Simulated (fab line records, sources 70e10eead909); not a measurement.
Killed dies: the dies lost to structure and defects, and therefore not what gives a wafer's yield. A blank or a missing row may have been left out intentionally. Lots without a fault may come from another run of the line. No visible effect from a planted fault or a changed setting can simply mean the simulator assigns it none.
fab line records	flow nand-harc
record lots=7	wafers=21	last-day=33
route steps=1302 shown P_GATE@206 P_CONTACT@217 END@1302
lots that met no fault: taken from a fault-free run of the same line
start-h: the number of hours between the record's first day and the start of the first shown wafer of the lot	wait-h: hours since the lot's step before	" identical to the entry in the row above	L1.1+2: a single row standing in for several wafers	- value missing, or start not given	* or withheld: withheld	< > ~ a bound
route shown NAME@n: NAME is a module with steps in the file, n the number in the route of the first one	usual: mean and standard deviation over wafers with no fault	same: alike in all rows	chamber/n: place in a boat	sites: readings site by site	_std_site: the standard deviation of these	_edge_site: the outer-site mean with the inner-site mean subtracted	radius-mm: how far each site lies from the wafer's centre	mask NAME#n: copy n	behind: the last tool/chamber to shape the wafer	hold: reason for holding the lot/hours on hold/outcome of the hold	device: the transistor (n, p or np) that didn't switch	end of line: the tests these same wafers got at the end of their route	where a step has no rows: the recipe by itself	killed: not the wafer's yield, but the dies lost to structure and defects at the first sort	map: shows each die of a wafer: x if killed, . if not, _ if none is there
set.NAME: the setting as run; set.NAME@STEP: as run at that earlier step	model.NAME: the simulator's own value behind a step, which no gauge read
a table for each step, a row for each wafer; lots at some steps of the route
services: the hour from which a tool's chamber was out of use, counted from the record's first day as start-h (under 0 if before that day), plus the number of hours and why
## steps
# step NHARC_P_GATE_STRIP_96
# recipe time-s=900	temp-c=130	chemistry=SPM
# step NHARC_P_GATE_RTA_64
# recipe temp-c=1050	time-s=1
# usual lamp-power-pct=36.8/0.66	lamp_zone_3_pct=36.8/0.66	wafer_temp_C_max=1054.3/1.3
lot.wafer	tool	chamber	start-h	wait-h	lamp-power-pct	lamp_zone_3_pct	wafer_temp_C_max
L830.1	rtp-anneal-01	0	135.30	-	36.2	36.1	1054.1
L830.2	"	0	"	"	36.2	36.1	1053.0
L830.4	"	0	"	"	36.1	36.1	1054.3
L834.3	rtp-anneal-01	0	168.89	-	36.1	36.2	1053.0
L834.4	"	0	"	"	36.0	36.1	1052.8
L834.5	"	0	"	"	36.1	36.1	1051.9
L835.2	rtp-anneal-01	0	178.48	-	36.1	36.1	1052.2
L835.3	"	0	"	"	36.1	36.1	1052.8
L835.6	"	0	"	"	36.1	36.1	1054.0
L836.2	rtp-anneal-01	0	184.28	-	36.1	36.1	1053.7
L836.3	"	0	"	"	36.1	36.1	1053.0
L836.5	"	0	"	"	36.1	36.1	1053.4
L844.1	rtp-anneal-02	0	263.51	-	37.4	37.5	1055.2
L844.2	"	0	"	"	37.4	37.4	1058.1
L844.3	"	0	"	"	37.4	37.4	1055.3
L851.1	rtp-anneal-02	0	338.35	-	37.5	37.4	1055.4
L851.4	"	0	"	"	37.5	37.4	1054.1
L851.5	"	0	"	"	37.4	37.4	1053.8
L852.1	rtp-anneal-01	0	344.64	-	36.0	36.0	1054.1
L852.2	"	0	"	"	36.0	36.0	1053.2
L852.4	"	0	"	"	36.0	36.0	1052.6
# step NHARC_P_GATE_ETCH_77
# recipe target-depth-a=60	chemistry=dHF	material=SiO2
# step NHARC_P_GATE_DEGAS_109
# recipe temp-c=300	time-s=60
# usual heater-power-w=475/35	susceptor-temp-C=299.99/0.19
lot.wafer	tool	chamber	start-h	wait-h	heater-power-w	susceptor-temp-C
L830.1	pvd-sputter-02	-	135.61	0.1	453	299.68
L830.2	"	-	"	"	426	299.93
L830.4	"	-	"	"	466	300.30
L834.3	pvd-sputter-02	-	169.15	0.1	467	299.89
L834.4	"	-	"	"	447	300.44
L834.5	"	-	"	"	435	300.27
L835.3	pvd-sputter-01	-	178.76	0.1	432	299.93
L835.2	"	-	"	"	536	299.68
L835.6	"	-	"	"	456	299.77
L836.2	pvd-sputter-03	-	184.55	0.1	435	300.13
L836.3	"	-	"	"	470	300.25
L836.5	"	-	"	"	488	299.85
L844.1	pvd-sputter-01	-	263.82	0.1	515	300.19
L844.2	"	-	"	"	473	299.90
L844.3	"	-	"	"	437	300.04
L851.4	pvd-sputter-01	-	338.65	0.1	520	300.37
L851.1	"	-	"	"	528	300.18
L851.5	"	-	"	"	532	300.16
L852.1	pvd-sputter-03	-	344.94	0.1	441	300.24
L852.2	"	-	"	"	474	299.76
L852.4	"	-	"	"	467	299.90
# step NHARC_P_GATE_PRE_CLEAN_110
# recipe time-s=30	bias-v=200	gas=Ar
# step NHARC_P_GATE_SPUTTER_78
# recipe target-thk-a=100	material=Ni
# step NHARC_P_GATE_SPUTTER_79
# recipe target-thk-a=100	material=TiN
# step NHARC_P_GATE_RTA_80
# recipe temp-c=300	time-s=30
# usual lamp-power-pct=2.18/0.038	lamp_zone_3_pct=2.18/0.038	wafer_temp_C_max=301.2/0.33
lot.wafer	tool	chamber	start-h	wait-h	lamp-power-pct	lamp_zone_3_pct	wafer_temp_C_max
L830.1	rtp-anneal-01	0	135.90	-	2.15	2.15	301.5
L830.2	"	0	"	"	2.15	2.15	301.2
L830.4	"	0	"	"	2.15	2.15	301.5
L834.3	rtp-anneal-01	0	169.56	-	2.15	2.15	301.2
L834.4	"	0	"	"	2.15	2.15	301.1
L834.5	"	0	"	"	2.15	2.15	300.8
L835.2	rtp-anneal-01	0	179.08	-	2.15	2.15	301.0
L835.3	"	0	"	"	2.15	2.15	300.9
L835.6	"	0	"	"	2.15	2.15	301.2
L836.2	rtp-anneal-02	0	184.88	-	2.23	2.23	301.6
L836.3	"	0	"	"	2.23	2.23	301.6
L836.5	"	0	"	"	2.23	2.23	301.4
L844.1	rtp-anneal-01	0	264.11	-	2.15	2.15	301.6
L844.2	"	0	"	"	2.14	2.15	301.2
L844.3	"	0	"	"	2.15	2.15	301.0
L851.1	rtp-anneal-01	0	338.95	-	2.15	2.15	301.2
L851.4	"	0	"	"	2.15	2.15	301.4
L851.5	"	0	"	"	2.15	2.15	301.2
L852.1	rtp-anneal-01	0	345.23	-	2.16	2.16	301.4
L852.2	"	0	"	"	2.15	2.15	300.8
L852.4	"	0	"	"	2.15	2.15	301.0
# step NHARC_P_GATE_STRIP_67
# recipe time-s=600	temp-c=130	chemistry=SPM
# step NHARC_P_GATE_RTA_82
# recipe temp-c=450	time-s=30
# step NHARC_P_GATE_INSPECT_68
# usual raw-defect-count=196/66
lot.wafer	tool	chamber	start-h	wait-h	raw-defect-count
L830.1	defect-inspect-02	-	136.56	0.2	118
L830.2	"	-	"	"	118
L830.4	"	-	"	"	197
L834.3	defect-inspect-01	-	170.16	0.1	160
L834.4	"	-	"	"	205
L834.5	"	-	"	"	228
L835.2	defect-inspect-02	-	179.70	0.1	261
L835.3	"	-	"	"	399
L835.6	"	-	"	"	164
L836.2	defect-inspect-02	-	185.50	0.1	401
L836.3	"	-	"	"	207
L836.5	"	-	"	"	127
L844.1	defect-inspect-01	-	264.77	0.2	206
L844.2	"	-	"	"	175
L844.3	"	-	"	"	187
L851.1	defect-inspect-01	-	339.60	0.2	251
L851.4	"	-	"	"	196
L851.5	"	-	"	"	213
L852.1	defect-inspect-01	-	345.89	0.2	253
L852.2	"	-	"	"	186
L852.4	"	-	"	"	125
# step NHARC_P_CONTACT_DEP_30
# recipe target-thk-a=300	temp-c=400	target-thk-nm=30	flow-sccm=200	rf-w=450	material=SiNx
# usual heater-power-outer-w=429/65	heater-power-w=706/89	susceptor-temp-C=400.02/0.2
lot.wafer	tool	chamber	start-h	wait-h	heater-power-outer-w	heater-power-w	susceptor-temp-C
L830.2	pecvd-03	2	136.65	0.1	402	714	400.42
L830.1	"	1	"	"	480	805	399.65
L830.4	"	0	"	"	407	664	400.48
L834.3	pecvd-03	2	170.30	0.1	363	629	400.10
L834.5	"	0	"	"	430	709	399.84
L834.4	"	2	"	"	367	655	400.09
L835.3	pecvd-02	2	179.77	0.1	366	601	399.79
L835.2	"	1	"	"	460	712	400.07
L835.6	"	0	"	"	484	774	400.13
L836.2	pecvd-02	1	185.57	0.1	506	803	400.23
L836.3	"	0	"	"	458	765	400.21
L836.5	"	2	"	"	322	546	400.14
L844.1	pecvd-03	0	264.84	0.1	368	610	400.18
L844.2	"	1	"	"	408	694	400.02
L844.3	"	2	"	"	390	655	400.20
L851.1	pecvd-04	0	339.71	0.1	322	589	400.04
L851.4	"	0	"	"	319	580	399.78
L851.5	"	1	"	"	526	854	399.92
L852.1	pecvd-04	1	345.96	0.1	488	848	399.78
L852.2	"	0	"	"	396	684	400.03
L852.4	"	2	"	"	546	846	399.79
# step NHARC_P_CONTACT_DEP_00
# recipe target-thk-a=5000	temp-c=400	pressure-torr=6.5	rf-w=900	teos-flow-sccm=161.4	flow-sccm=2650	target-thk-nm=500	gas=O2	material=SiO2
# usual chamber-pressure-Torr=6.499/0.013	flow-sccm=2649/7.6	heater-power-w=538/85	susceptor-temp-C=399.95/0.22	throttle-valve-pct=16.0/0.47
lot.wafer	tool	chamber	start-h	wait-h	chamber-pressure-Torr	flow-sccm	heater-power-w	susceptor-temp-C	throttle-valve-pct
L830.2	pecvd-03	2	136.88	-	6.505	2651	489	399.66	16.0
L830.1	"	1	"	"	6.483	2650	573	400.06	15.1
L830.4	"	0	"	"	6.468	2638	506	400.31	16.4
L834.3	pecvd-03	2	170.54	-	-	-	-	-	-
L834.5	"	0	"	"	-	-	-	-	-
L834.4	"	2	"	"	-	-	-	-	-
L835.3	pecvd-02	2	180.01	-	-	-	-	-	-
L835.2	"	1	"	"	-	-	-	-	-
L835.6	"	0	"	"	-	-	-	-	-
L836.2	pecvd-02	1	185.81	-	-	-	-	-	-
L836.3	"	0	"	"	-	-	-	-	-
L836.5	"	2	"	"	-	-	-	-	-
L844.1	pecvd-03	0	265.07	-	6.500	2637	474	400.05	16.0
L844.2	"	1	"	"	6.482	2650	564	399.96	15.0
L844.3	"	2	"	"	6.505	2644	472	400.35	16.0
L851.1	pecvd-04	0	339.94	-	6.506	2647	540	400.08	16.1
L851.4	"	0	"	"	6.488	2650	415	400.10	16.2
L851.5	"	1	"	"	6.498	2646	673	399.98	16.3
L852.1	pecvd-04	1	346.19	-	6.500	2646	606	399.86	16.2
L852.2	"	0	"	"	6.488	2652	466	399.74	16.1
L852.4	"	2	"	"	6.502	2650	645	399.83	15.1
# step NHARC_P_CONTACT_CMP_01
# recipe target-thk-nm=200	material=SiO2
# usual motor-current-A=12.3/0.72	retaining-ring-pressure-frac=1.000/0.005
lot.wafer	tool	chamber	start-h	wait-h	motor-current-A	retaining-ring-pressure-frac
L830.1	cmp-01	0	137.36	-	12.1	0.989
L830.4	"	1	"	"	11.8	0.999
L830.2	"	2	"	"	11.8	0.996
L834.4	cmp-01	3	170.94	-	10.9	1.001
L834.3	"	2	"	"	12.0	1.004
L834.5	"	0	"	"	12.5	1.012
L835.3	cmp-04	3	180.49	-	12.7	1.002
L835.2	"	2	"	"	12.9	1.000
L835.6	"	3	"	"	12.5	0.996
L836.2	cmp-02	3	186.33	-	10.7	0.999
L836.3	"	0	"	"	12.7	0.999
L836.5	"	2	"	"	11.9	1.002
L844.3	cmp-01	3	265.55	-	11.9	0.998
L844.1	"	0	"	"	12.8	1.007
L844.2	"	2	"	"	11.8	0.999
L851.1	cmp-02	0	340.43	-	13.2	1.002
L851.4	"	1	"	"	12.4	1.005
L851.5	"	3	"	"	10.2	0.999
L852.4	cmp-01	3	346.67	-	12.4	0.989
L852.2	"	0	"	"	13.1	0.996
L852.1	"	2	"	"	13.1	1.003
# step NHARC_END_SORT_01
# recipe temp-c=25
# usual killed-at-array=52/20	killed-at-other=1.0/1.3	killed-at-periphery=3.7/2.2	killed-dies=57/20	killed-open=3.2/1.6	killed-short=2.4/1.6
# same gross-dies=677
lot.wafer	tool	chamber	start-h	wait-h	killed-at-array	killed-at-other	killed-at-periphery	killed-dies	killed-open	killed-short
L834.3	prober-02	0	625.98	3.1	59	0	618	677	1	2
L834.4	prober-02	0	626.77	3.4	66	1	610	677	2	2
L834.5	prober-02	0	627.56	3.7	59	0	618	677	2	2
L835.2	prober-01	0	633.42	2.8	97	2	578	677	4	1
L835.3	prober-01	0	634.21	3.1	78	0	599	677	0	4
L835.6	prober-01	0	636.59	4.0	82	2	593	677	2	3
L836.2	prober-02	0	633.45	2.8	30	0	647	677	4	2
L836.3	prober-02	0	634.26	3.1	31	0	646	677	5	1
L836.5	prober-02	0	635.89	3.8	31	0	646	677	2	2
# killed by level:class
L834.3 P_CONTACT:area-dep=618 A_CHANNEL_HOLE_D2:chamber-film-flake=24 A_SLIT:chamber-film-flake=24 A_STAIRCASE:chamber-film-flake=4 A_WL_FILL:chamber-film-flake=2 A_ONON_D1:geometric-particle:short=1 A_DECK1_JOINT:geometric-particle:short=1 A_CHANNEL_FILL_D2:geometric-particle:open=1
L834.4 P_CONTACT:area-dep=607 A_SLIT:chamber-film-flake=28 A_CHANNEL_HOLE_D2:chamber-film-flake=26 A_CHANNEL_HOLE_D1:chamber-film-flake=5 A_WL_FILL:chamber-film-flake=3 P_CONTACT:geometric-particle:open=1 P_M0:geometric-particle:short=1 A_WL_FILL:geometric-particle:short=1
L834.5 P_CONTACT:area-dep=617 A_CHANNEL_HOLE_D2:chamber-film-flake=24 A_SLIT:chamber-film-flake=23 A_CONTACT:chamber-film-flake=2 A_CHANNEL_FILL_D1:geometric-particle:short=1 A_CHANNEL_FILL_D2:geometric-particle:short=1 A_SGD_CUT:geometric-particle:open=1 A_SLIT:geometric-particle:open=1
L835.2 P_CONTACT:area-dep=573 A_SLIT:chamber-film-flake=30 A_CHANNEL_HOLE_D1:chamber-film-flake=28 A_CHANNEL_HOLE_D2:chamber-film-flake=27 A_CONTACT:chamber-film-flake=4 P_ZERO_WELL:chamber-film-flake=3 A_STAIRCASE:chamber-film-flake=3 STARTING-WAFER:geometric-particle:open=2
L836.2 P_CONTACT:area-dep=646 A_CHANNEL_HOLE_D2:chamber-film-flake=10 A_CHANNEL_HOLE_D1:chamber-film-flake=7 A_CHANNEL_FILL_D1:geometric-particle:open=2 A_CHANNEL_FILL_D2:chamber-film-flake=2 A_STAIRCASE:chamber-film-flake=2 A_SOURCE_PLATE:geometric-particle:open=1 A_ONON_D1:geometric-particle:short=1
L835.3 P_CONTACT:area-dep=596 A_SLIT:chamber-film-flake=25 A_CHANNEL_HOLE_D1:chamber-film-flake=19 A_CHANNEL_HOLE_D2:chamber-film-flake=18 A_CONTACT:chamber-film-flake=5 P_ZERO_WELL:chamber-film-flake=3 A_STAIRCASE:chamber-film-flake=3 A_ONON_D2:geometric-particle:short=2
L836.3 P_CONTACT:area-dep=645 A_CHANNEL_HOLE_D2:chamber-film-flake=14 A_M0:chamber-film-flake=3 A_ONON_D1:geometric-particle:open=2 A_CONTACT:geometric-particle:open=2 A_CHANNEL_HOLE_D1:chamber-film-flake=2 A_CHANNEL_FILL_D1:chamber-film-flake=2 A_CHANNEL_FILL_D2:chamber-film-flake=2
L836.5 P_CONTACT:area-dep=645 A_CHANNEL_HOLE_D2:chamber-film-flake=16 A_CHANNEL_HOLE_D1:chamber-film-flake=4 A_SLIT:chamber-film-flake=2 A_CONTACT:chamber-film-flake=2 A_ONON_D2:geometric-particle:short=1 A_CHANNEL_FILL_D2:geometric-particle:short=1 A_SGD_CUT:geometric-particle:open=1
L835.6 P_CONTACT:area-dep=589 A_SLIT:chamber-film-flake=28 A_CHANNEL_HOLE_D2:chamber-film-flake=23 A_CHANNEL_HOLE_D1:chamber-film-flake=18 A_CONTACT:chamber-film-flake=4 A_WL_FILL:chamber-film-flake=3 P_ZERO_WELL:chamber-film-flake=2 A_DECK1_JOINT:chamber-film-flake=2
# map L834.3 (x killed, . not)
____________x____________
_________xxxxxxx_________
_______xxxxxxxxxxx_______
______xxxxxxxxxxxxx______
_____xxxxxxxxxxxxxxx_____
____xxxxxxxxxxxxxxxxx____
____xxxxxxxxxxxxxxxxx____
___xxxxxxxxxxxxxxxxxxx___
___xxxxxxxxxxxxxxxxxxx___
__xxxxxxxxxxxxxxxxxxxxx__
__xxxxxxxxxxxxxxxxxxxxx__
_xxxxxxxxxxxxxxxxxxxxxxx_
_xxxxxxxxxxxxxxxxxxxxxxx_
_xxxxxxxxxxxxxxxxxxxxxxx_
_xxxxxxxxxxxxxxxxxxxxxxx_
_xxxxxxxxxxxxxxxxxxxxxxx_
xxxxxxxxxxxxxxxxxxxxxxxxx
xxxxxxxxxxxxxxxxxxxxxxxxx
xxxxxxxxxxxxxxxxxxxxxxxxx
xxxxxxxxxxxxxxxxxxxxxxxxx
xxxxxxxxxxxxxxxxxxxxxxxxx
_xxxxxxxxxxxxxxxxxxxxxxx_
_xxxxxxxxxxxxxxxxxxxxxxx_
_xxxxxxxxxxxxxxxxxxxxxxx_
_xxxxxxxxxxxxxxxxxxxxxxx_
_xxxxxxxxxxxxxxxxxxxxxxx_
__xxxxxxxxxxxxxxxxxxxxx__
__xxxxxxxxxxxxxxxxxxxxx__
___xxxxxxxxxxxxxxxxxxx___
___xxxxxxxxxxxxxxxxxxx___
____xxxxxxxxxxxxxxxxx____
____xxxxxxxxxxxxxxxxx____
_____xxxxxxxxxxxxxxx_____
______xxxxxxxxxxxxx______
_______xxxxxxxxxxx_______
_________xxxxxxx_________
____________x____________
# map L835.2 (x killed, . not)
____________x____________
_________xxxxxxx_________
_______xxxxxxxxxxx_______
______xxxxxxxxxxxxx______
_____xxxxxxxxxxxxxxx_____
____xxxxxxxxxxxxxxxxx____
____xxxxxxxxxxxxxxxxx____
___xxxxxxxxxxxxxxxxxxx___
___xxxxxxxxxxxxxxxxxxx___
__xxxxxxxxxxxxxxxxxxxxx__
__xxxxxxxxxxxxxxxxxxxxx__
_xxxxxxxxxxxxxxxxxxxxxxx_
_xxxxxxxxxxxxxxxxxxxxxxx_
_xxxxxxxxxxxxxxxxxxxxxxx_
_xxxxxxxxxxxxxxxxxxxxxxx_
_xxxxxxxxxxxxxxxxxxxxxxx_
xxxxxxxxxxxxxxxxxxxxxxxxx
xxxxxxxxxxxxxxxxxxxxxxxxx
xxxxxxxxxxxxxxxxxxxxxxxxx
xxxxxxxxxxxxxxxxxxxxxxxxx
xxxxxxxxxxxxxxxxxxxxxxxxx
_xxxxxxxxxxxxxxxxxxxxxxx_
_xxxxxxxxxxxxxxxxxxxxxxx_
_xxxxxxxxxxxxxxxxxxxxxxx_
_xxxxxxxxxxxxxxxxxxxxxxx_
_xxxxxxxxxxxxxxxxxxxxxxx_
__xxxxxxxxxxxxxxxxxxxxx__
__xxxxxxxxxxxxxxxxxxxxx__
___xxxxxxxxxxxxxxxxxxx___
___xxxxxxxxxxxxxxxxxxx___
____xxxxxxxxxxxxxxxxx____
____xxxxxxxxxxxxxxxxx____
_____xxxxxxxxxxxxxxx_____
______xxxxxxxxxxxxx______
_______xxxxxxxxxxx_______
_________xxxxxxx_________
____________x____________
## services
tool	chamber	start-h	hours	kind
pvd-sputter-02	-	111.35	10.0	pm
cmp-01	-	118.64	2.2	repair
cmp-02	-	134.50	4.0	pm
pvd-sputter-02	-	155.32	0.9	repair
pvd-sputter-03	-	156.91	4.6	repair
pvd-sputter-02	-	161.48	2.3	repair
pvd-sputter-03	-	170.01	10.0	pm
pecvd-03	-	185.25	13.0	pm
cmp-01	-	193.98	4.0	pm
cmp-02	-	196.19	0.5	repair
cmp-01	-	209.50	0.9	repair
pvd-sputter-02	-	215.15	4.0	repair
pecvd-02	-	218.20	0.9	repair
pvd-sputter-01	-	226.00	10.0	pm
pecvd-02	-	227.00	13.0	pm
pecvd-04	0	228.27	3.9	repair
pvd-sputter-03	-	231.56	1.0	repair
cmp-01	-	253.87	0.5	repair
pecvd-04	-	269.51	13.0	pm
cmp-01	-	291.98	4.0	pm
pecvd-04	-	294.63	0.5	repair
pecvd-02	1	299.59	17.3	repair
cmp-01	-	319.36	1.2	repair
pecvd-02	-	325.61	0.9	repair
## key
first-sign step=NHARC_P_CONTACT_DEP_00	reading=tool-record	direction=missing
effect step=NHARC_END_SORT_01	reading=killed-at-periphery	direction=up	sigmas=99+	usual=3.7	struck=617.2
more-kills-born-at NHARC_P_CONTACT_DEP_00@pecvd-02=3694	NHARC_P_CONTACT_DEP_00@pecvd-03=1841
met-at NHARC_P_CONTACT_DEP_00
struck-wafers L834.3,L834.4,L834.5,L835.2,L835.3,L835.6,L836.2,L836.3,L836.5
later-rows-left-out L834.3,L834.4,L834.5,L835.2,L835.3,L835.6,L836.2,L836.3,L836.5
tester-left-out L834,L835,L836
onset-between 136.88 170.54
fault kind=skipped-step-whole	tool=pecvd-02,pecvd-03	chamber=-	onset-h=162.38	steps=NHARC_P_CONTACT_DEP_00	scope=struck-lots-only
# tester-left-out: of these lots the tester's yield and bins aren't shown, on N5 and GAA mostly nor the transistor test; their killed dies are dies lost to structure and defects alone, not to doping, threshold or leakage, so they don't give the yield
# later-rows-left-out: the simulator's readings of these wafers behind a module that went badly wrong aren't trusted and aren't shown, but for the sort
